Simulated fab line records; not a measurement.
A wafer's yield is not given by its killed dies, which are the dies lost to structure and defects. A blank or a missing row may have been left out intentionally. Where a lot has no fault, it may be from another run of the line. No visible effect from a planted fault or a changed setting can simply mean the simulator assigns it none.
fab line records ; flow n5Finfet ; part 2 of 2: steps 22 to 29 of 29
record lots=5; wafers=15; lastDay=18
route steps=1938 shown BEOL_M11@1595 BEOL_M12@1602
lots with no fault: from the same line, run without faults
startH: hours from the record's first day to the start of the lot's first wafer shown ; waitH: how many hours have passed since the lot's step before this one ; " same as the row above ; L1.1+2: one row covering several wafers at once ; - no value, or no start given ; * or withheld: withheld ; < > ~ a bound
route shown NAME@n: a module of which the file shows steps, and the number in the route of the first ; usual: mean/standard deviation taken from wafers without a fault ; same: alike in all rows ; chamber/n: place in a boat ; sites: each site's reading ; _std_site: their standard deviation ; _edge_site: mean of outer sites minus mean of inner sites ; radiusMm: for every site, how far away it sits from the centre of the wafer ; mask NAME#n: copy n ; behind: tool/chamber where the wafer was last shaped ; hold: why the lot went on hold/how many hours it stayed there/how the hold came to an end ; device: the n, p or np transistor that did not switch ; end of line: tests run on the same wafers once the route is complete ; a step without rows: its recipe alone ; killed: not the wafer's yield, but the dies lost to structure and defects at the first sort ; map: dies across one wafer; x = killed, . = not, _ = none there
set.NAME: the setting as run; set.NAME@STEP: as run at that earlier step ; model.NAME: the simulator's own value behind a step, which no gauge read
lots at selected steps of the route; one table per step, one row per wafer
services: from which hour (startH, from the record's first day; less than 0 if before it) a tool's chamber was out of use, for how many hours, and why
## steps
# step N5_BEOL_M12_ETCH_59
# recipe chemistry=N2/H2; target=BARC; targetDepthA=890; overetchA=267; timeS=67.9; ionEnergyEv=200; pressureMtorr=30; sourceW=840; biasW=150; n2FlowSccm=200; h2FlowSccm=200
# usual biasW=150.1/0.45; drypumpMotorCurrentA=5.4/0.41; oesProductAu=0.68/0.059; rfFwdPowerW=831/3.2; rfVppV=525.2/2; showerheadPlenumPTorr=2.59/0.072; throttleValvePct=17.9/0.3
lot.wafer;tool;chamber;startH;waitH;biasW;drypumpMotorCurrentA;oesProductAu;rfFwdPowerW;rfHoursCounterH;rfVppV;showerheadPlenumPTorr;throttleValvePct
L076.1;rieDiel-02;3;247.73;0.0;149.8;5.2;0.63;833;152;522.5;2.56;18.1
L076.2;rieDiel-02;1;247.73;0.0;149.6;5.0;0.67;833;121;527.7;2.68;18.0
L076.6;rieDiel-02;1;247.73;0.0;149.5;5.0;0.67;836;-;528.3;2.68;18.0
L079.4;rieDiel-05;2;248.14;0.0;149.5;5.2;0.79;827;12;524.6;2.62;17.7
L079.5;rieDiel-05;1;248.14;0.0;149.8;5.6;0.64;826;-;526.2;2.62;17.3
L079.6;rieDiel-05;2;248.14;0.0;149.3;5.2;0.80;825;-;525.0;2.62;17.7
L081.1;rieDiel-02;1;280.03;0.0;150.4;5.0;0.66;836;132;525.9;2.68;18.0
L081.4;rieDiel-02;2;280.03;0.0;150.6;6.4;0.69;832;86;526.2;2.64;17.6
L081.6;rieDiel-02;0;280.03;0.0;150.3;4.9;0.63;831;-;523.6;2.54;18.0
L090.4;rieDiel-05;1;338.60;0.0;150.7;5.6;0.62;825;192;526.0;2.60;17.4
L090.5;rieDiel-05;2;338.60;0.0;150.0;5.2;0.76;829;-;526.8;2.61;17.7
L090.6;rieDiel-05;3;338.60;0.0;149.8;5.1;0.67;830;-;526.1;2.58;18.3
L096.2;rieDiel-02;1;378.65;0.0;149.7;5.0;0.64;833;165;527.1;2.66;18.1
L096.3;rieDiel-02;0;378.65;0.0;150.3;4.9;0.60;832;219;523.2;2.53;18.1
L096.5;rieDiel-02;0;378.65;0.0;151.1;4.8;0.61;830;-;524.4;2.53;18.1
# step N5_BEOL_M12_VIA_ETCH_16
# recipe chemistry=C4F8/O2/Ar; target=SiOC; pressureMtorr=30; sourceW=3000; biasW=700; Ar_flow_sccm=400; C4F8_flow_sccm=15; O2_flow_sccm=8; heInnerTorr=15; heOuterTorr=30; targetDepthA=7248; timeS=withheld; ionEnergyEv=250; ends=cleared
# usual biasW=700.0/1.9; drypumpMotorCurrentA=5.4/0.41; heInnerTorr=15.000/0.027; mfcArSccm=400.0/1.3; oesProductAu=0.71/0.067; rfFwdPowerW=2989/9.1; rfVppV=666.9/2.6; showerheadPlenumPTorr=3.47/0.097; throttleValvePct=24.16/0.29
lot.wafer;tool;chamber;startH;waitH;biasW;drypumpMotorCurrentA;heInnerTorr;mfcArSccm;oesProductAu;rfFwdPowerW;rfVppV;showerheadPlenumPTorr;throttleValvePct
L076.1;rieDiel-02;3;247.79;0.0;701.3;5.2;14.998;398.6;0.65;2981;664.0;3.42;24.31
L076.2;rieDiel-02;1;247.79;0.0;698.6;5.0;14.952;401.9;0.70;2991;669.4;3.60;24.34
L076.6;rieDiel-02;1;247.79;0.0;701.5;5.0;15.038;402.9;0.70;2995;669.5;3.60;24.31
L079.4;rieDiel-05;2;248.19;0.0;701.8;5.2;14.983;401.9;0.85;2979;667.8;3.47;23.78
L079.5;rieDiel-05;1;248.19;0.0;698.7;5.6;15.026;400.2;0.67;2986;668.6;3.56;23.84
L079.6;rieDiel-05;2;248.19;0.0;700.7;5.2;15.029;400.3;0.85;2968;666.1;3.47;23.76
L081.1;rieDiel-02;1;280.08;0.0;699.0;5.0;15.007;400.1;0.70;3004;669.9;3.60;24.34
L081.4;rieDiel-02;2;280.08;0.0;700.8;6.4;14.930;399.9;0.74;2997;668.8;3.62;24.37
L081.6;rieDiel-02;0;280.08;0.0;700.3;4.9;14.984;398.5;0.67;2997;666.6;3.36;23.98
L090.4;rieDiel-05;1;338.65;0.0;702.5;5.6;15.022;399.3;0.65;2995;668.8;3.54;23.89
L090.5;rieDiel-05;2;338.65;0.0;701.2;5.2;15.008;400.7;0.80;3002;666.4;3.46;23.79
L090.6;rieDiel-05;3;338.65;0.0;699.2;5.1;14.978;400.8;0.69;2979;666.2;3.41;24.29
L096.2;rieDiel-02;1;378.70;0.0;700.1;5.0;14.982;399.4;0.67;3002;668.4;3.58;24.40
L096.3;rieDiel-02;0;378.70;0.0;699.3;4.9;15.016;401.4;0.64;3001;664.9;3.35;23.99
L096.5;rieDiel-02;0;378.70;0.0;700.6;4.9;15.028;399.8;0.65;3001;663.8;3.35;24.01
# step N5_BEOL_M12_STRIP_63
# recipe chemistry=N2/H2; powerW=1000; tempC=250; h2Frac=0.65; overashFraction=0.3; pressureMtorr=1000; n2FlowSccm=1750; h2FlowSccm=3250
# usual drypumpMotorCurrentA=5.59/0.3; heaterPowerW=357/10; oesProductAu=0.693/0.0049; stripTimeToEndpointS=43.0/1.2
lot.wafer;tool;chamber;startH;waitH;drypumpMotorCurrentA;heaterPowerW;oesProductAu;rfHoursCounterH;stripTimeToEndpointS
L076.1;plasmaAsher-01;1;247.99;-;5.46;369;0.694;114;42.9
L076.2;plasmaAsher-01;0;247.99;-;5.30;360;0.687;114;44.8
L076.6;plasmaAsher-01;0;247.99;-;5.30;358;0.694;-;43.1
L079.4;plasmaAsher-01;0;248.41;-;5.30;369;0.693;-;42.3
L079.5;plasmaAsher-01;1;248.41;-;5.45;373;0.692;-;40.9
L079.6;plasmaAsher-01;0;248.41;-;5.30;362;0.693;-;40.4
L081.1;plasmaAsher-02;0;280.28;-;5.72;328;0.693;76;43.9
L081.4;plasmaAsher-02;1;280.28;-;6.16;359;0.694;-;41.3
L081.6;plasmaAsher-02;0;280.28;-;5.72;342;0.688;-;41.5
L090.4;plasmaAsher-02;1;338.87;-;6.09;350;0.687;-;42.6
L090.5;plasmaAsher-02;1;338.87;-;6.10;359;0.697;-;43.7
L090.6;plasmaAsher-02;0;338.87;-;5.73;341;0.692;-;43.0
L096.2;plasmaAsher-01;0;378.90;-;5.30;361;0.702;139;45.3
L096.3;plasmaAsher-01;1;378.90;-;5.47;352;0.702;-;43.9
L096.5;plasmaAsher-01;0;378.90;-;5.32;366;0.689;-;42.7
# step N5_BEOL_M12_STRIP_64
# recipe chemistry=N2/H2; powerW=1000; tempC=250; h2Frac=0.65; overashFraction=0.3; pressureMtorr=withheld; n2FlowSccm=1750; h2FlowSccm=3250
# usual drypumpMotorCurrentA=5.6/0.3; heaterPowerW=356/10; oesProductAu=0.715/0.0045; stripTimeToEndpointS=31.32/0.086
lot.wafer;tool;chamber;startH;waitH;drypumpMotorCurrentA;heaterPowerW;oesProductAu;rfHoursCounterH;stripTimeToEndpointS
L076.1;plasmaAsher-01;1;248.05;0.0;5.4;366;0.715;114;31.50
L076.2;plasmaAsher-01;0;248.05;0.0;5.3;372;0.712;114;31.38
L076.6;plasmaAsher-01;0;248.05;0.0;5.3;353;0.711;-;31.43
L079.4;plasmaAsher-01;0;248.47;0.0;5.3;363;0.714;-;31.15
L079.5;plasmaAsher-01;1;248.47;0.0;5.5;354;0.724;-;31.18
L079.6;plasmaAsher-01;0;248.47;0.0;5.3;368;0.717;-;31.18
L081.1;plasmaAsher-02;0;280.34;0.0;5.7;343;0.717;76;31.12
L081.4;plasmaAsher-02;1;280.34;0.0;6.1;368;0.722;-;31.30
L081.6;plasmaAsher-02;0;280.34;0.0;5.7;330;0.717;-;31.30
L090.4;plasmaAsher-02;1;338.93;0.0;6.1;341;0.710;-;31.42
L090.5;plasmaAsher-02;1;338.93;0.0;6.1;361;0.706;-;31.36
L090.6;plasmaAsher-02;0;338.93;0.0;5.7;336;0.713;-;31.32
L096.2;plasmaAsher-01;0;378.96;0.0;5.3;366;0.717;139;31.28
L096.3;plasmaAsher-01;1;378.96;0.0;5.5;353;0.720;-;31.26
L096.5;plasmaAsher-01;0;378.96;0.0;5.3;365;0.717;-;31.27
# step N5_BEOL_M12_STRIP_71
# recipe chemistry=postEtchResidueRemover; timeS=60; tempC=25; removerPh=withheld; removerWaterWtPct=withheld; removerFluorideWtPct=withheld
lot.wafer;tool;chamber;startH;waitH
L076.1+2+6;wetBench-02;4,3,2;248.13;0.1
L079.4+5+6;wetBench-02;4,7,0;248.54;0.0
L081.1+4+6;wetBench-01;5,1,3;280.43;0.1
L090.4+5+6;wetBench-01;4,0,1;338.99;0.0
L096.2+3+5;wetBench-01;7,3,6;379.05;0.1
# step N5_BEOL_M12_SRD_72
# recipe timeS=30; tempC=23; rinseLiquid=diw; dry=n2Spin; spinRpm=1500; dryTimeS=30
lot.wafer;tool;chamber;startH;waitH
L076.1+2+6;wetBench-02;4,3,2;248.15;0.0
L079.4+5+6;wetBench-02;4,7,0;248.55;0.0
L081.1+4+6;wetBench-01;5,1,3;280.45;0.0
L090.4+5+6;wetBench-01;4,0,1;339.01;0.0
L096.2+3+5;wetBench-01;7,3,6;379.09;0.0
# step N5_BEOL_M12_CD_MEAS_17
# recipe targetCdNm=140; polarity=opening
# usual cdNm=141.5/3
lot.wafer;tool;chamber;startH;waitH;cdNm
L076.1;cdSem-01;-;248.19;0.0;146.7
L076.2;cdSem-01;-;248.19;0.0;138.7
L076.6;cdSem-01;-;248.19;0.0;143.0
L079.4;cdSem-02;-;248.60;0.0;144.4
L079.5;cdSem-02;-;248.60;0.0;143.5
L079.6;cdSem-02;-;248.60;0.0;145.7
L081.1;cdSem-03;-;280.49;0.0;142.2
L081.4;cdSem-03;-;280.49;0.0;145.3
L081.6;cdSem-03;-;280.49;0.0;135.8
L090.4;cdSem-03;-;339.06;0.0;140.7
L090.5;cdSem-03;-;339.06;0.0;146.6
L090.6;cdSem-03;-;339.06;0.0;143.8
L096.2;cdSem-03;-;379.14;0.0;135.3
L096.3;cdSem-03;-;379.14;0.0;140.9
L096.5;cdSem-03;-;379.14;0.0;143.9
# step N5_BEOL_M12_COAT_65
# recipe resist=SOC; tempC=250; timeS=60; spinRpm=1500; resistThkNm=300
# usual exhaustPa=45.1/0.78
lot.wafer;tool;chamber;startH;waitH;exhaustPa
L076.1;lithoTrack-04;0;248.23;0.0;44.8
L076.2;lithoTrack-04;0;248.23;0.0;45.1
L076.6;lithoTrack-04;0;248.23;0.0;45.1
L079.4;lithoTrack-04;0;248.63;0.0;44.8
L079.5;lithoTrack-04;0;248.63;0.0;45.5
L079.6;lithoTrack-04;0;248.63;0.0;44.6
L081.1;lithoTrack-04;0;280.53;0.0;45.6
L081.4;lithoTrack-04;0;280.53;0.0;44.6
L081.6;lithoTrack-04;0;280.53;0.0;44.3
L090.4;lithoTrack-04;0;339.09;0.0;45.2
L090.5;lithoTrack-04;0;339.09;0.0;45.3
L090.6;lithoTrack-04;0;339.09;0.0;44.4
L096.2;lithoTrack-05;0;379.18;0.0;43.6
L096.3;lithoTrack-05;0;379.18;0.0;44.4
L096.5;lithoTrack-05;0;379.18;0.0;44.8
## services
tool;chamber;startH;hours;kind
cmp-01;-;228.23;0.9;repair
cmp-01;-;230.09;1.5;repair
krfScanner-02;-;231.76;3.6;pm
plasmaAsher-02;-;234.31;14.6;pm
pecvd-02;-;239.60;1.0;repair
pecvd-01;-;242.73;2.0;repair
cmp-01;-;259.16;1.2;repair
plasmaAsher-01;-;262.98;1.9;repair
rieDiel-05;3;264.39;4.8;repair
krfScanner-02;-;269.88;1.3;pm
rieDiel-05;-;272.79;2.8;pm
cmp-01;-;281.15;0.8;repair
rieDiel-05;0;301.41;5.1;repair
plasmaAsher-02;-;307.67;2.7;repair
rieDiel-02;2;322.94;2.0;repair
plasmaAsher-01;-;333.79;1.1;repair
plasmaAsher-01;-;337.09;4.3;pm
krfScanner-02;-;347.36;1.0;pm
plasmaAsher-02;-;352.86;2.5;repair
krfScanner-02;-;358.89;0.7;repair
krfScanner-02;-;363.26;4.0;pm
rieDiel-05;0;366.04;5.1;repair
krfScanner-02;-;373.05;0.8;pm
plasmaAsher-02;-;374.27;4.3;pm
